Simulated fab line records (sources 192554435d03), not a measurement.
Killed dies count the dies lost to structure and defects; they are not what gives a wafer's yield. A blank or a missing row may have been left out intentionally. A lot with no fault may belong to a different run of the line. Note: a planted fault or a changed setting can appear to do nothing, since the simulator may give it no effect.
A lot that was struck, set against a sound lot ; flow n5 finfet ; 28 steps out of a route of 1938
Sound: the wafers L513.1, L513.2, L513.3. Wafers L505.1, L505.3, L505.6 were the ones struck. The cause is named last.
Each step with rows lists, per side, the tool, then ch with its chambers, then its first start. Under that, the readings that differ: sound wafers ; struck wafers ; difference of the means ; sigmas: that difference in standard deviations of wafers without a fault.
alike: a reading whose means differ by less than 2 such deviations, as well as words and numbers matching on both sides. not compared: withheld readings; readings where some wafer has no value; bounds like >300 that might hide an equal value; numbers whose values overlap and for which the record gives no deviation.
A row with sigmas, a row that says differs or no value, or rows on one side alone: a step with any of these is where the two part. Numbers that don't overlap but have no deviation are shown without sigmas and don't part them. Lack of a reading on every wafer of one side parts them only where that side has two or more wafers.

first, 8 steps without rows for these wafers: N5_BEOL_M0_CMP_120 (polishes, stops on SiOC, t overpolish 6.9 s); N5_BEOL_M0_PRE_CLEAN_131 (time 15 s); N5_BEOL_M0_CO_CAP_123 (material Co, precursor CCTBA/H2, target thk 2 nm, time 102.1 s); N5_BEOL_M0_PRE_CLEAN_124 (time 15 s); N5_BEOL_M0_DEP_125 (deposits SiCN from 3MS/NH3, target thk 8 nm, time 14 s); N5_BEOL_M1_ILD_DEP_00 (deposits SiOC from DEMS/O2, target thk 79 nm, time 15.3 s); N5_BEOL_M1_PECVD_72 (deposits SiO2 from TEOS/O2, target thk 16 nm, time 18 s); N5_BEOL_M1_HM_DEP_02 (deposits TiN, target thk 20 nm).
N5_BEOL_M1_COAT_61: time 60 s, resist thk 60 nm.
  sound on litho track-01 ch 0, day 11 06:40; struck on litho track-03 ch 0, day 9 19:41
reading;sound;struck;difference;sigmas
spin speed rpm (rpm);1499.8 1499.6 1499.1;762.8 762.5 763.9;-736.4;-99 or more
model.SOC_of_BEOL_M1_COAT_61.thk nm (nm);60 60 60.4;84 84 84;+24;
  alike: resist line temp C
then, 11 steps without rows for these wafers: N5_BEOL_M1_COAT_62 (time 60 s, resist thk 12 nm); N5_BEOL_M1_COAT_73 (time 60 s, resist thk 5 nm); N5_BEOL_M1_COAT_05 (resist thk 30 nm); N5_BEOL_M1_EBR_07; N5_BEOL_M1_SOFTBAKE_06 (time 60 s); N5_BEOL_M1_EXPOSE_08 (exposes mask M1); N5_BEOL_M1_PEB_09 (peb time 60 s); N5_BEOL_M1_DEVELOP_10 (develop time 30 s); N5_BEOL_M1_DESCUM_16 (chemistry O2, time 7 s); N5_BEOL_M1_ETCH_74 (etches underlayer in N2/H2, target depth 6.5 nm, time 5.2 s); N5_BEOL_M1_ETCH_63 (etches SiARC in CF4, target depth 15.6 nm, time 26 s).
N5_BEOL_M1_ETCH_64: etches SOC in N2/H2, target depth 75 nm, overetch 15 nm, time 112.5 s.
  sound on rie diel-03 ch 1,2,3, day 11 07:15; struck on rie diel-03 ch 1,2, day 9 20:35
reading;sound;struck;difference;sigmas
oes product au (a.u.);0.60 0.57 0.54;0.70 0.67 0.70;+0.12;+2
model.etch.depth nm (nm);60 60.01 60.34;84.05 83.96 84.05;+23.90;
  alike: drypump motor current A, rf vpp V, showerhead plenum p Torr, throttle valve pct
  not compared: rf hours counter h
then, 3 steps without rows for these wafers: N5_BEOL_M1_STRIP_65 (strips in N2/H2); N5_BEOL_M1_STRIP_75 (strips in N2/H2); N5_BEOL_M1_STRIP_66 (strips in CF4).
N5_BEOL_M1_HM_OPEN_17: chemistry Cl2/BCl3, target TiN, target depth 20 nm, overetch 6 nm.
  sound on rie metal-03 ch 0,1, day 11 07:25; struck on rie metal-02 ch 0,1, day 9 20:44
reading;sound;struck;difference;sigmas
model.SOC_of_BEOL_M1_COAT_61.thk nm (nm);52.2 52 52.4;76 76.2 76.2;+24;
  alike: drypump motor current A, mfc ar sccm, oes product au, throttle valve pct
  not compared: rf hours counter h
then, 1 step without rows for these wafers: N5_BEOL_M1_STRIP_19 (strips in O2).
N5_BEOL_M4_RC_MEAS_101:
  sound on prober-01 ch 0, day 13 09:05; struck on prober-01 ch 0, day 11 19:15
  alike: DIBL_N, DIBL_P, IOFF_N, IOFF_P, ION_N, ION_P, SS_N, SS_P, VT_N, VT_P
next, for these wafers, 1 step has no rows: N5_PASSIVATION_PROBE_49.

WHERE THEY PART
At N5_BEOL_M1_COAT_61 first; at N5_BEOL_M1_ETCH_64 last (within this record only). Later steps at which nothing parts them and some readings are alike: N5_BEOL_M1_HM_OPEN_17, N5_BEOL_M4_RC_MEAS_101.

WHY: what the simulator had put in
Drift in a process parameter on litho track-03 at N5_BEOL_M1_COAT_61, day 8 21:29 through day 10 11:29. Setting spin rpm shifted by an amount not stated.
